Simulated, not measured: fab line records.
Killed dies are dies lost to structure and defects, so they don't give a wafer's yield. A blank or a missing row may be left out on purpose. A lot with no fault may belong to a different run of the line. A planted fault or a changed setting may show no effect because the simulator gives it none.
Problem report, 8D (eight disciplines) form, completed by code || flow n5-finfet || the parts of the form that need people (team, actions taken, sign-off) are left out

## 1. WHAT WENT WRONG
Mean of cd-nm at N5_PASSIVATION_CD_MEAS_30: 3943.7 nm across 6 wafers in 3 lots; on wafers with no fault it is 4000.6 nm (standard deviation 1.7). That is -33 standard deviations from the usual mean.
The step: target cd 4000 nm.
First observed at day 17 01:58: wafer L946.1, on cd-sem-03. At this step, 27 wafers from 10 lots have a number in the record. The rule behind "out" and "out of limits": a value lying over 4 standard deviations away from the usual mean. The rest of the wafers with a number are treated as sound.

## 2. WHAT IT IS; WHAT IT IS NOT
{"question": "which readings at this step", "is": "cd-nm", "is not": "-"}
{"question": "which lots", "is": "L946, L948, L949", "is not": "L936, L938, L940, L942, L945, L952, L953"}
{"question": "which wafers of those lots", "is": "all that have a number", "is not": "-"}
{"question": "read on which gauges", "is": "cd-sem-01, cd-sem-02, cd-sem-03", "is not": "-"}
{"question": "when", "is": "from day 17 01:58", "is not": "up to then (15 sound wafers); but 6 sound wafers of L952, L953 came after"}

## 3. WHAT RULES OUT EACH SUSPECT
Counting: a tool at a process step up to the reading stays a suspect if it ran every lot that is out and no sound lot after the first of them.
- the gauge at N5_PASSIVATION_CD_MEAS_30 has been ruled out. The wafers that are out were read on 3 gauges (cd-sem-01, cd-sem-02, cd-sem-03).
- krf-scanner-01 at N5_PASSIVATION_EXPOSE_27 (exposes mask PAD, defocus 0 nm): kept. It ran every lot that is out, first L946 (day 17 01:47), and no sound lot after that; its last sound lot up to then is L945 (day 16 09:37). Out on those wafers are its own readings of exposure-dose-mJ-cm2.
After counting, what remains is krf-scanner-01 at N5_PASSIVATION_EXPOSE_27.

## 4. THE CAUSE (what the simulator had put in)
Drift in process parameters on krf-scanner-01 at N5_PASSIVATION_EXPOSE_27, starting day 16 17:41. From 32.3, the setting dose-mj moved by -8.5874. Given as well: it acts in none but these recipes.
This tool alone remained once counting was done.

## 5. THE CHAIN OF EFFECTS, in route order
Each row: a reading where the mean over the struck wafers with a number is more than 3 standard deviations away from the usual. Readings are gone through only where the record gives a usual standard deviation; hours: the median, over the lots, of the time from a lot's start at the first step in this table giving one to that lot's start at this step; sigmas: the change measured in usual standard deviations.
{"hours": 0, "step": "N5_PASSIVATION_EXPOSE_27", "reading": "exposure-dose-mJ-cm2", "usual": 32.30, "on struck wafers": 23.69, "change": -8.61, "sigmas": "-99 or more"}
{"hours": 0, "step": "N5_PASSIVATION_CD_MEAS_30", "reading": "cd-nm", "usual": "4000.6 nm", "on struck wafers": 3943.7, "change": -56.9, "sigmas": -33}
The process steps in it:
- N5_PASSIVATION_EXPOSE_27: exposes mask PAD, defocus 0 nm.

## 6. WHAT WOULD HAVE CAUGHT IT SOONER
In this record the first reading out of limits at a measuring or inspecting step was taken at day 17 01:58, 8 hours after the fault began at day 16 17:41.
The tool's own readings at N5_PASSIVATION_EXPOSE_27 were out on every struck wafer that the step has a row for (exposure-dose-mJ-cm2): an alarm limit on them would have fired on the first of those.
Lots out: 3; of these, L949, L948 started N5_PASSIVATION_EXPOSE_27 on krf-scanner-01 after day 17 01:58. A hold on the tool at that time would have spared those 2.
